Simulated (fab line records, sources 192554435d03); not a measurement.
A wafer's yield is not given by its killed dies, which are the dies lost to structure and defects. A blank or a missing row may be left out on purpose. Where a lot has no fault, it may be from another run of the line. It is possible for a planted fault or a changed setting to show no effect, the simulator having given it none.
Lot-split experiment / flow n5-finfet / 39 wafers read across 7 lots, on a route 1938 steps long

## THE SPLIT
At N5_HKMG_FIN_ETCH_58 (etches SOC in N2/H2, target depth 215.8 nm, time 741 s), the setting source-w was moved away from the recipe's 875 W on 12 of the 39 wafers read, by -16.2% to +16.5%. All remaining wafers had this setting at the recipe value.

The reading is taken at the split's own step.

## THE READING
rf-vpp-V, in V, at N5_HKMG_FIN_ETCH_58 (etches SOC in N2/H2, target depth 215.8 nm, time 741 s). Typical for fault-free wafers on this fab line: 99.1 V, with standard deviation 1 V.

wafer=L076.1; tool, chamber at the split=rie-diel-04, 3; source-w as run, W=742.4; against the recipe=-15.2%; rf-vpp-V, V=105.4; against lot-mates on the recipe=+6.0
wafer=L076.2; tool, chamber at the split=rie-diel-04, 0; source-w as run, W=875; against the recipe=recipe; rf-vpp-V, V=99.5; against lot-mates on the recipe=-
wafer=L076.3; tool, chamber at the split=rie-diel-04, 1; source-w as run, W=742.4; against the recipe=-15.2%; rf-vpp-V, V=105.7; against lot-mates on the recipe=+6.3
wafer=L076.4; tool, chamber at the split=rie-diel-04, 0; source-w as run, W=875; against the recipe=recipe; rf-vpp-V, V=100.6; against lot-mates on the recipe=-
wafer=L076.5; tool, chamber at the split=rie-diel-04, 3; source-w as run, W=742.4; against the recipe=-15.2%; rf-vpp-V, V=104.4; against lot-mates on the recipe=+5.0
wafer=L076.6; tool, chamber at the split=rie-diel-04, 1; source-w as run, W=875; against the recipe=recipe; rf-vpp-V, V=98.1; against lot-mates on the recipe=-
wafer=L082.1; tool, chamber at the split=rie-diel-06, 2; source-w as run, W=875; against the recipe=recipe; rf-vpp-V, V=99.2; against lot-mates on the recipe=-
wafer=L082.2; tool, chamber at the split=rie-diel-06, 1; source-w as run, W=875; against the recipe=recipe; rf-vpp-V, V=98.7; against lot-mates on the recipe=-
wafer=L082.3; tool, chamber at the split=rie-diel-06, 0; source-w as run, W=875; against the recipe=recipe; rf-vpp-V, V=98.3; against lot-mates on the recipe=-
wafer=L082.4; tool, chamber at the split=rie-diel-06, 3; source-w as run, W=875; against the recipe=recipe; rf-vpp-V, V=96.8; against lot-mates on the recipe=-
wafer=L082.5; tool, chamber at the split=rie-diel-06, 2; source-w as run, W=875; against the recipe=recipe; rf-vpp-V, V=98.5; against lot-mates on the recipe=-
wafer=L082.6; tool, chamber at the split=rie-diel-06, 3; source-w as run, W=875; against the recipe=recipe; rf-vpp-V, V=97.8; against lot-mates on the recipe=-
wafer=L086.1; tool, chamber at the split=rie-diel-04, 0; source-w as run, W=875; against the recipe=recipe; rf-vpp-V, V=99.6; against lot-mates on the recipe=-
wafer=L086.2; tool, chamber at the split=rie-diel-04, 3; source-w as run, W=875; against the recipe=recipe; rf-vpp-V, V=98.7; against lot-mates on the recipe=-
wafer=L086.3; tool, chamber at the split=rie-diel-04, 1; source-w as run, W=733.6; against the recipe=-16.2%; rf-vpp-V, V=105.6; against lot-mates on the recipe=+6.7
wafer=L086.4; tool, chamber at the split=rie-diel-04, 2; source-w as run, W=733.6; against the recipe=-16.2%; rf-vpp-V, V=105.0; against lot-mates on the recipe=+6.1
wafer=L086.5; tool, chamber at the split=rie-diel-04, 2; source-w as run, W=875; against the recipe=recipe; rf-vpp-V, V=98.5; against lot-mates on the recipe=-
wafer=L086.6; tool, chamber at the split=rie-diel-04, 1; source-w as run, W=733.6; against the recipe=-16.2%; rf-vpp-V, V=105.5; against lot-mates on the recipe=+6.6
wafer=L087.1; tool, chamber at the split=rie-diel-06, 2; source-w as run, W=1019; against the recipe=+16.5%; rf-vpp-V, V=93.6; against lot-mates on the recipe=-5.9
wafer=L087.2; tool, chamber at the split=rie-diel-06, 0; source-w as run, W=1019; against the recipe=+16.5%; rf-vpp-V, V=93.3; against lot-mates on the recipe=-6.2
wafer=L087.3; tool, chamber at the split=rie-diel-06, 1; source-w as run, W=875; against the recipe=recipe; rf-vpp-V, V=98.9; against lot-mates on the recipe=-
wafer=L087.4; tool, chamber at the split=rie-diel-06, 2; source-w as run, W=875; against the recipe=recipe; rf-vpp-V, V=100.2; against lot-mates on the recipe=-
wafer=L087.5; tool, chamber at the split=rie-diel-06, 1; source-w as run, W=1019; against the recipe=+16.5%; rf-vpp-V, V=94.8; against lot-mates on the recipe=-4.7
wafer=L087.6; tool, chamber at the split=rie-diel-06, 0; source-w as run, W=875; against the recipe=recipe; rf-vpp-V, V=99.5; against lot-mates on the recipe=-
wafer=L088.2; tool, chamber at the split=rie-diel-06, 0; source-w as run, W=875; against the recipe=recipe; rf-vpp-V, V=97.3; against lot-mates on the recipe=-
wafer=L088.3; tool, chamber at the split=rie-diel-06, 2; source-w as run, W=875; against the recipe=recipe; rf-vpp-V, V=98.3; against lot-mates on the recipe=-
wafer=L088.4; tool, chamber at the split=rie-diel-06, 2; source-w as run, W=875; against the recipe=recipe; rf-vpp-V, V=97.8; against lot-mates on the recipe=-
wafer=L092.1; tool, chamber at the split=rie-diel-06, 2; source-w as run, W=789.6; against the recipe=-9.8%; rf-vpp-V, V=101.6; against lot-mates on the recipe=+1.7
wafer=L092.2; tool, chamber at the split=rie-diel-06, 0; source-w as run, W=875; against the recipe=recipe; rf-vpp-V, V=99.7; against lot-mates on the recipe=-
wafer=L092.3; tool, chamber at the split=rie-diel-06, 3; source-w as run, W=875; against the recipe=recipe; rf-vpp-V, V=100.7; against lot-mates on the recipe=-
wafer=L092.4; tool, chamber at the split=rie-diel-06, 1; source-w as run, W=789.6; against the recipe=-9.8%; rf-vpp-V, V=101.3; against lot-mates on the recipe=+1.4
wafer=L092.5; tool, chamber at the split=rie-diel-06, 2; source-w as run, W=789.6; against the recipe=-9.8%; rf-vpp-V, V=102.3; against lot-mates on the recipe=+2.4
wafer=L092.6; tool, chamber at the split=rie-diel-06, 1; source-w as run, W=875; against the recipe=recipe; rf-vpp-V, V=99.4; against lot-mates on the recipe=-
wafer=L095.1; tool, chamber at the split=rie-diel-05, 0; source-w as run, W=875; against the recipe=recipe; rf-vpp-V, V=100.3; against lot-mates on the recipe=-
wafer=L095.2; tool, chamber at the split=rie-diel-05, 2; source-w as run, W=875; against the recipe=recipe; rf-vpp-V, V=101.2; against lot-mates on the recipe=-
wafer=L095.3; tool, chamber at the split=rie-diel-05, 1; source-w as run, W=875; against the recipe=recipe; rf-vpp-V, V=99.6; against lot-mates on the recipe=-
wafer=L095.4; tool, chamber at the split=rie-diel-05, 3; source-w as run, W=875; against the recipe=recipe; rf-vpp-V, V=98.2; against lot-mates on the recipe=-
wafer=L095.5; tool, chamber at the split=rie-diel-05, 3; source-w as run, W=875; against the recipe=recipe; rf-vpp-V, V=99.2; against lot-mates on the recipe=-
wafer=L095.6; tool, chamber at the split=rie-diel-05, 2; source-w as run, W=875; against the recipe=recipe; rf-vpp-V, V=100.8; against lot-mates on the recipe=-

FIT RESULTS
A straight line over all 39 wafers: rf-vpp-V changes by -0.353 V for each +1% of source-w; r = -0.94; the points scatter about the line by 1 V.
The same after taking each lot's own level away (the mean of its wafers on the recipe; 39 wafers): -0.353 V for each +1%; r = -0.96; scatter 0.88 V.
That fit puts the effect of the largest move of source-w on the reading at 5.8 V.
Measured against the standard deviation above, the lots' own levels, which go from 97.80 to 99.93 V, span 2.1 times it.
Hence the lot-to-lot level has little effect on the slope; both slopes agree.
Check: for one of the wafers moved furthest among these (+16.5%), held out of the fit, the line's prediction against its lot-mates is -5.81 V. It came out at -5.93 V against them.
Tool readings at the split's step, against how far the setting was moved: rf-vpp-V r = -0.94.

## THE OTHER SPLITS THESE WAFERS WENT THROUGH
Before the reading, these wafers also passed through other splits. Each is held against what the fit with the lots' levels taken away leaves over:
other split on the same wafers=N5_WELL_APT_IMPLANT_14 energy-kev; wafers away from the commonest value=15; r with rf-vpp-V (lot level and that fit taken away)=+0.14
other split on the same wafers=N5_FIN_SAQP_MANDREL_ETCH_22 target-depth-a; wafers away from the commonest value=15; r with rf-vpp-V (lot level and that fit taken away)=+0.13
other split on the same wafers=N5_FIN_CUT_ETCH_21 time-s; wafers away from the commonest value=15; r with rf-vpp-V (lot level and that fit taken away)=-0.12
other split on the same wafers=N5_DUMMY_GATE_ETCH_31 target-depth-a; wafers away from the commonest value=15; r with rf-vpp-V (lot level and that fit taken away)=+0.10
other split on the same wafers=N5_DUMMY_GATE_ETCH_42 bias-w; wafers away from the commonest value=15; r with rf-vpp-V (lot level and that fit taken away)=+0.14

## THE WHOLE CHAIN: every reading that the file lists as answering this split, in the file's order
step=N5_HKMG_FIN_ETCH_58; what it does=etches SOC in N2/H2, target depth 215.8 nm, time 741 s; reading=rf-vpp-V; change (the file's fit)=-0.351 V for each +1% of the setting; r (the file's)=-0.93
step=N5_HKMG_FIN_ETCH_58; what it does=etches SOC in N2/H2, target depth 215.8 nm, time 741 s; reading=SOC_of_HKMG_FIN_COAT_41.thk-nm (the simulator's own value, which no gauge read); change (the file's fit)=-1.72 nm for each +1% of the setting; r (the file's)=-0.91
step=N5_HKMG_FIN_ETCH_58; what it does=etches SOC in N2/H2, target depth 215.8 nm, time 741 s; reading=etch.depth-nm (the simulator's own value, which no gauge read); change (the file's fit)=+1.73 nm for each +1% of the setting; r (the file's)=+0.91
step=N5_HKMG_FIN_ETCH_58; what it does=etches SOC in N2/H2, target depth 215.8 nm, time 741 s; reading=HKMG_FIN.feature-depth-nm (the simulator's own value, which no gauge read); change (the file's fit)=+1.73 nm for each +1% of the setting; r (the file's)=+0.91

## FILE'S OWN FIT
rf-vpp-V changes by -0.351 V for each +1% of source-w, r = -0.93.
